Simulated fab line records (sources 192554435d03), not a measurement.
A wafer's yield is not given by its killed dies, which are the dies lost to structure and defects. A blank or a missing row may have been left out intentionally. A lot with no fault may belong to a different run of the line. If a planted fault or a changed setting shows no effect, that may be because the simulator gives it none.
Lot-split experiment :: flow n5 finfet :: 21 wafers read across 7 lots, on a route 1938 steps long

THE SPLIT
At N5_MOL_CONTACT_COAG_ETCHBACK_135 (etches SiO2 in CHF3, target depth 25 nm, time 16.7 s), the setting time s was moved away from the recipe's 16.7 s on 7 of the 21 wafers read, by -20.9% to +21.7%. This setting was run at the recipe's value on the other wafers.

Reading taken at the split's own step.

THE READING
SOC_of_MOL_CONTACT_COAG_COAT_75.thk nm (the simulator's own value, which no gauge read), in nm, at N5_MOL_CONTACT_COAG_ETCHBACK_135 (etches SiO2 in CHF3, target depth 25 nm, time 16.7 s). The file gives no usual value for it. Across the 14 wafers here that went through the recipe, the average is 57.2 nm and the standard deviation 0.16 nm.

wafer: L079.2
tool, chamber at the split: rie diel-03, 3,0
time s as run, s: 16.7
against the recipe: recipe
SOC_of_MOL_CONTACT_COAG_COAT_75.thk nm, nm: 57.2
against lot-mates on the recipe: -

wafer: L079.4
tool, chamber at the split: rie diel-03, 3,0
time s as run, s: 16.7
against the recipe: recipe
SOC_of_MOL_CONTACT_COAG_COAT_75.thk nm, nm: 57.2
against lot-mates on the recipe: -

wafer: L079.3
tool, chamber at the split: rie diel-03, 2
time s as run, s: 16.7
against the recipe: recipe
SOC_of_MOL_CONTACT_COAG_COAT_75.thk nm, nm: 57
against lot-mates on the recipe: -

wafer: L081.3
tool, chamber at the split: rie diel-03, 0
time s as run, s: 16.7
against the recipe: recipe
SOC_of_MOL_CONTACT_COAG_COAT_75.thk nm, nm: 57.2
against lot-mates on the recipe: -

wafer: L081.6
tool, chamber at the split: rie diel-03, 0
time s as run, s: 16.7
against the recipe: recipe
SOC_of_MOL_CONTACT_COAG_COAT_75.thk nm, nm: 57.2
against lot-mates on the recipe: -

wafer: L081.5
tool, chamber at the split: rie diel-03, 1
time s as run, s: 20.33
against the recipe: +21.7%
SOC_of_MOL_CONTACT_COAG_COAT_75.thk nm, nm: 56.6
against lot-mates on the recipe: -0.6

wafer: L085.1
tool, chamber at the split: rie diel-03, 2,3
time s as run, s: 16.7
against the recipe: recipe
SOC_of_MOL_CONTACT_COAG_COAT_75.thk nm, nm: 57
against lot-mates on the recipe: -

wafer: L085.6
tool, chamber at the split: rie diel-03, 2,3
time s as run, s: 16.7
against the recipe: recipe
SOC_of_MOL_CONTACT_COAG_COAT_75.thk nm, nm: 57
against lot-mates on the recipe: -

wafer: L085.4
tool, chamber at the split: rie diel-03, 1
time s as run, s: 16.7
against the recipe: recipe
SOC_of_MOL_CONTACT_COAG_COAT_75.thk nm, nm: 57.4
against lot-mates on the recipe: -

wafer: L088.2
tool, chamber at the split: rie diel-03, 3
time s as run, s: 16.7
against the recipe: recipe
SOC_of_MOL_CONTACT_COAG_COAT_75.thk nm, nm: 57.4
against lot-mates on the recipe: -

wafer: L088.3
tool, chamber at the split: rie diel-03, 2
time s as run, s: 16.7
against the recipe: recipe
SOC_of_MOL_CONTACT_COAG_COAT_75.thk nm, nm: 57.6
against lot-mates on the recipe: -

wafer: L088.4
tool, chamber at the split: rie diel-03, 1
time s as run, s: 14.18
against the recipe: -15.1%
SOC_of_MOL_CONTACT_COAG_COAT_75.thk nm, nm: 58
against lot-mates on the recipe: +0.5

wafer: L089.2
tool, chamber at the split: rie diel-03, 1,2
time s as run, s: 16.7
against the recipe: recipe
SOC_of_MOL_CONTACT_COAG_COAT_75.thk nm, nm: 57.2
against lot-mates on the recipe: -

wafer: L089.6
tool, chamber at the split: rie diel-03, 1,2
time s as run, s: 16.7
against the recipe: recipe
SOC_of_MOL_CONTACT_COAG_COAT_75.thk nm, nm: 57.2
against lot-mates on the recipe: -

wafer: L089.5
tool, chamber at the split: rie diel-03, 1
time s as run, s: 13.21
against the recipe: -20.9%
SOC_of_MOL_CONTACT_COAG_COAT_75.thk nm, nm: 57.8
against lot-mates on the recipe: +0.6

wafer: L094.2
tool, chamber at the split: rie diel-03, 0,3
time s as run, s: 18.55
against the recipe: +11.1%
SOC_of_MOL_CONTACT_COAG_COAT_75.thk nm, nm: 57
against lot-mates on the recipe: no lot-mate on the recipe

wafer: L094.4
tool, chamber at the split: rie diel-03, 0,3
time s as run, s: 18.55
against the recipe: +11.1%
SOC_of_MOL_CONTACT_COAG_COAT_75.thk nm, nm: 57
against lot-mates on the recipe: no lot-mate on the recipe

wafer: L094.3
tool, chamber at the split: rie diel-03, 2
time s as run, s: 18.55
against the recipe: +11.1%
SOC_of_MOL_CONTACT_COAG_COAT_75.thk nm, nm: 56.8
against lot-mates on the recipe: no lot-mate on the recipe

wafer: L096.1
tool, chamber at the split: rie diel-03, 1,0
time s as run, s: 16.7
against the recipe: recipe
SOC_of_MOL_CONTACT_COAG_COAT_75.thk nm, nm: 57.2
against lot-mates on the recipe: -

wafer: L096.4
tool, chamber at the split: rie diel-03, 1,0
time s as run, s: 16.7
against the recipe: recipe
SOC_of_MOL_CONTACT_COAG_COAT_75.thk nm, nm: 57.2
against lot-mates on the recipe: -

wafer: L096.2
tool, chamber at the split: rie diel-03, 2
time s as run, s: 13.73
against the recipe: -17.8%
SOC_of_MOL_CONTACT_COAG_COAT_75.thk nm, nm: 57.6
against lot-mates on the recipe: +0.4
When a row names more than one chamber, that row covers several wafers, and the file does not tell which wafer ran in which chamber.

THE FIT
A straight line over all 21 wafers: SOC_of_MOL_CONTACT_COAG_COAT_75.thk nm changes by -0.0295 nm for each +1% of time s; r = -0.87; the points scatter about the line by 0.17 nm.
The same after taking each lot's own level away (the mean of its wafers on the recipe; 18 wafers): -0.0277 nm for each +1%; r = -0.93; scatter 0.1 nm.
According to that fit, moving time s by its largest amount changes the reading by 0.6 nm.
From 57.13 to 57.50 nm: that is the span of the lots' own levels, equal to 2.3 times the standard deviation above.
Consequently the slope shifts little with the lot-to-lot level, the two slopes agreeing.
Check: for one of the wafers moved furthest among these (+21.7%), held out of the fit, the line's prediction against its lot-mates is -0.601 nm. It came out at -0.6 nm against them.

ADDITIONAL SPLITS CARRIED BY THESE WAFERS
Other splits were also applied to these wafers ahead of the reading. Each is held against what the fit with the lots' levels taken away leaves over:
other split on the same wafers: N5_ZERO_LAYER_PECVD_02 time s
wafers away from the commonest value: 2
r with SOC_of_MOL_CONTACT_COAG_COAT_75.thk nm (lot level and that fit taken away): +0.19

other split on the same wafers: N5_PMOS_HMC_CHANNEL_EPI_ETCH_32 bias w
wafers away from the commonest value: 5
r with SOC_of_MOL_CONTACT_COAG_COAT_75.thk nm (lot level and that fit taken away): +0.23

other split on the same wafers: N5_FIN_SAQP_ETCH_52 source w
wafers away from the commonest value: 9
r with SOC_of_MOL_CONTACT_COAG_COAT_75.thk nm (lot level and that fit taken away): +0.09

other split on the same wafers: N5_FIN_SAQP_SPACER1_ALD_24 ald cycles
wafers away from the commonest value: 7
r with SOC_of_MOL_CONTACT_COAG_COAT_75.thk nm (lot level and that fit taken away): +0.28

other split on the same wafers: N5_FIN_SAQP_FIN_ETCH_36 icp w
wafers away from the commonest value: 5
r with SOC_of_MOL_CONTACT_COAG_COAT_75.thk nm (lot level and that fit taken away): -0.12

other split on the same wafers: N5_FIN_CUT_COAT_19 spin rpm
wafers away from the commonest value: 4
r with SOC_of_MOL_CONTACT_COAG_COAT_75.thk nm (lot level and that fit taken away): +0.58

other split on the same wafers: N5_DUMMY_GATE_ETCH_31 target depth a
wafers away from the commonest value: 5
r with SOC_of_MOL_CONTACT_COAG_COAT_75.thk nm (lot level and that fit taken away): +0.00

other split on the same wafers: N5_SD_EPI_P_EPI_21 time s
wafers away from the commonest value: 12
r with SOC_of_MOL_CONTACT_COAG_COAT_75.thk nm (lot level and that fit taken away): -0.21

other split on the same wafers: N5_SD_ACTIVATION_LSA_01 temp c
wafers away from the commonest value: 6
r with SOC_of_MOL_CONTACT_COAG_COAT_75.thk nm (lot level and that fit taken away): +0.45

THE FILE'S OWN FIT
SOC_of_MOL_CONTACT_COAG_COAT_75.thk nm changes by -0.0277 nm for each +1% of time s, r = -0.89.
